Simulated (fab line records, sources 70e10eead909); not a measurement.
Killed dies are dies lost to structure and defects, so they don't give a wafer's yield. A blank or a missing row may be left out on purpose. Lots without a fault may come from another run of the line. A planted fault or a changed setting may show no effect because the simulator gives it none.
Chamber matching | flow nand_harc | NHARC_THIN_TSV_DEP_47 on pecvd-04: 3 sister chambers
The step deposits SiO2, target thk 200 nm. 16 wafers are shown with their chamber, then 8 later ones without.

WAFERS WITH THEIR CHAMBER
wafer  | chamber | throttle_valve_pct (%) | chamber_pressure_Torr (Torr)
L783.2 | 2       | 15.4                   | 6.504
L783.4 | 1       | 17.2                   | 6.493
L783.5 | 0       | 15.9                   | 6.486
L788.3 | 2       | 15.4                   | 6.497
L788.4 | 0       | 15.9                   | 6.522
L788.5 | 2       | 15.1                   | 6.474
L787.4 | 1       | 17.1                   | 6.494
L787.5 | 2       | 15.1                   | 6.513
L787.6 | 0       | 15.6                   | 6.493
L791.1 | 1       | 16.9                   | 6.487
L791.2 | 2       | 15.3                   | 6.508
L791.3 | 0       | 15.9                   | 6.498
L793.1 | 0       | 15.7                   | 6.470
L793.2 | 2       | 15.1                   | 6.519
L793.6 | 2       | 15.2                   | 6.491
L795.3 | 1       | 16.9                   | 6.517

SIGNATURES (means of the wafers above)
reading               | chamber 0 | chamber 1 | chamber 2 | scatter within a chamber
throttle_valve_pct    | 15.800    | 17.025    | 15.229    | 0.142
chamber_pressure_Torr | 6.49380   | 6.49775   | 6.50086   | 0.016
Rule: a wafer's distance from a chamber is the root of the sum, over the readings, of the square of ((its reading less the chamber's mean) divided by the reading's scatter). The wafer belongs to the nearest chamber; if the next one is less than 2 further off, it can't be placed. The scatter: the root of (the sum of the squares of (reading less its chamber's mean) over the shown wafers, divided by (wafers less chambers)).

WAFERS WITHOUT THEIR CHAMBER
wafer  | throttle_valve_pct (%) | chamber_pressure_Torr (Torr)
L795.4 | 15.3                   | 6.510
L795.5 | 15.7                   | 6.504
L798.2 | 17.2                   | 6.500
L798.3 | 15.3                   | 6.495
L798.4 | 15.5                   | 6.509
L800.1 | 17.1                   | 6.525
L800.3 | 15.4                   | 6.505
L800.5 | 15.3                   | 6.488

WHICH CHAMBER EACH WENT THROUGH
wafer  | from the rows above     | in truth
L795.4 | 2                       | 2
L795.5 | 0                       | 0
L798.2 | 1                       | 1
L798.3 | 2                       | 2
L798.4 | can't be placed: 2 or 0 | 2
L800.1 | 1                       | 1
L800.3 | can't be placed: 2 or 0 | 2
L800.5 | 2                       | 2
Placed correctly: 6 of 8. Can't be placed from these rows: 2 (the true chamber is among the candidates in 2). Placed wrongly: 0.
